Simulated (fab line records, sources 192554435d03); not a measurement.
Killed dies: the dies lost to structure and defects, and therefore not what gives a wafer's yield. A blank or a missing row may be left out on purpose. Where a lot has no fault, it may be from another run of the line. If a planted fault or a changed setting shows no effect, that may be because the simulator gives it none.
Matching of chambers | flow n5 finfet | N5_HKMG_FIN_HK_ALD_01 on ald hk-03 has 4 sister chambers
The step deposits HfO2, target thk 1.6 nm, pulse time 3 s, purge time 3 s. 24 wafers are shown with their chamber, then 12 later ones without.

== WAFERS WITH THEIR CHAMBER ==
wafer  | chamber | precursor pulse height rel
L077.1 | 3       | 0.975
L077.3 | 1       | 1.000
L077.6 | 3       | 0.999
L079.1 | 1       | 1.005
L079.3 | 2       | 1.031
L079.6 | 3       | 1.020
L083.2 | 3       | 0.978
L083.4 | 1       | 0.986
L083.5 | 3       | 1.001
L084.2 | 2       | 0.989
L084.3 | 1       | 1.019
L084.5 | 0       | 1.000
L086.1 | 2       | 0.997
L086.3 | 1       | 0.995
L086.4 | 3       | 1.018
L087.1 | 3       | 0.959
L087.3 | 1       | 0.985
L087.6 | 1       | 0.983
L088.1 | 3       | 0.987
L088.3 | 2       | 1.028
L088.5 | 0       | 1.018
L090.1 | 2       | 1.007
L090.2 | 3       | 0.980
L090.5 | 1       | 1.011

SIGNATURES, as means of the wafers listed above
reading                    | chamber 0 | chamber 1 | chamber 2 | chamber 3 | scatter within a chamber
precursor pulse height rel | 1.00900   | 0.99800   | 1.01040   | 0.99078   | 0.0174
Rule: a wafer lies at a distance from a chamber equal to the root of the sum of squares, over the readings, of (its reading less the chamber's mean, divided by the reading's scatter). If the next closest chamber is less than 2 further off than the closest, the wafer can't be placed; otherwise it belongs to the closest. The scatter: the root of (the sum of the squares of (reading less its chamber's mean) over the shown wafers, divided by (wafers less chambers)).

== WAFERS WHOSE CHAMBER IS MISSING ==
wafer  | precursor pulse height rel
L091.2 | 0.970
L091.3 | 0.960
L091.4 | 1.013
L092.2 | 1.020
L092.5 | 0.991
L092.6 | 0.979
L094.1 | 0.959
L094.4 | 1.029
L094.6 | 1.006
L096.1 | 0.999
L096.3 | 0.987
L096.4 | 1.014

== EACH ONE'S CHAMBER ==
wafer  | from the rows above               | in truth
L091.2 | can't be placed: 3 or 1 or 0 or 2 | 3
L091.3 | can't be placed: 3 or 1 or 0 or 2 | 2
L091.4 | can't be placed: 2 or 0 or 1 or 3 | 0
L092.2 | can't be placed: 2 or 0 or 1 or 3 | 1
L092.5 | can't be placed: 3 or 1 or 0 or 2 | 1
L092.6 | can't be placed: 3 or 1 or 0 or 2 | 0
L094.1 | can't be placed: 3 or 1 or 0 or 2 | 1
L094.4 | can't be placed: 2 or 0 or 1 or 3 | 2
L094.6 | can't be placed: 0 or 2 or 1 or 3 | 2
L096.1 | can't be placed: 1 or 3 or 0 or 2 | 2
L096.3 | can't be placed: 3 or 1 or 0 or 2 | 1
L096.4 | can't be placed: 2 or 0 or 1 or 3 | 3
0 of 12 placed correctly. Unplaceable from these rows: 12, with the true chamber sitting among the candidates in 12. Wrongly placed: 0.
